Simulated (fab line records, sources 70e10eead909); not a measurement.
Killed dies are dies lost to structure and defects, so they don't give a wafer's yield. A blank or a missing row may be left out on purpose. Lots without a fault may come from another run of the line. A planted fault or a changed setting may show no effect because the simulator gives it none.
Chamber matching | flow nand_harc | NHARC_A_WL_FILL_ALD_10 on ald_hk-01: 4 sister chambers
The step deposits SiO2, target thk 50 nm, pulse time 10 s, ald cycles 500. 8 wafers are shown with their chamber, then 8 later ones without.

WAFERS WITH THEIR CHAMBER
wafer  | chamber | heater_power_w (W) | precursor_pulse_height_rel
L076.6 | 0       | 394                | 1.031
L080.4 | 0       | 389                | 0.970
L084.4 | 2       | 460                | 1.012
L084.5 | 3       | 569                | 1.005
L090.1 | 1       | 515                | 0.985
L090.2 | 2       | 451                | 1.010
L090.5 | 3       | 573                | 1.004
L091.3 | 1       | 504                | 0.997

WAFERS WITHOUT THEIR CHAMBER
wafer  | heater_power_w (W) | precursor_pulse_height_rel
L091.4 | 368                | 1.045
L091.5 | 507                | 1.004
L094.4 | 458                | 1.009
L094.1 | 567                | 1.009
L094.2 | 515                | 0.994
L094.3 | 381                | 0.991
L094.5 | 573                | 1.007
L094.6 | 452                | 0.972

WHICH CHAMBER EACH WENT THROUGH
wafer  | from the rows above | in truth
L091.4 | 0                   | 0
L091.5 | 1                   | 1
L094.4 | 2                   | 2
L094.1 | 3                   | 3
L094.2 | 1                   | 1
L094.3 | 0                   | 0
L094.5 | 3                   | 3
L094.6 | 2                   | 2
Placed correctly: 8 of 8. Can't be placed from these rows: 0. Placed wrongly: 0.
How it was worked out, from the rows above alone: a wafer's distance from a chamber is the root of the sum, over the readings, of the square of ((its reading less the chamber's mean) divided by the reading's scatter). The wafer belongs to the nearest chamber; if the next one is less than 2 further off, it can't be placed. A chamber's mean is the mean of its shown wafers. The scatter: the root of (the sum of the squares of (reading less its chamber's mean) over the shown wafers, divided by (wafers less chambers)).
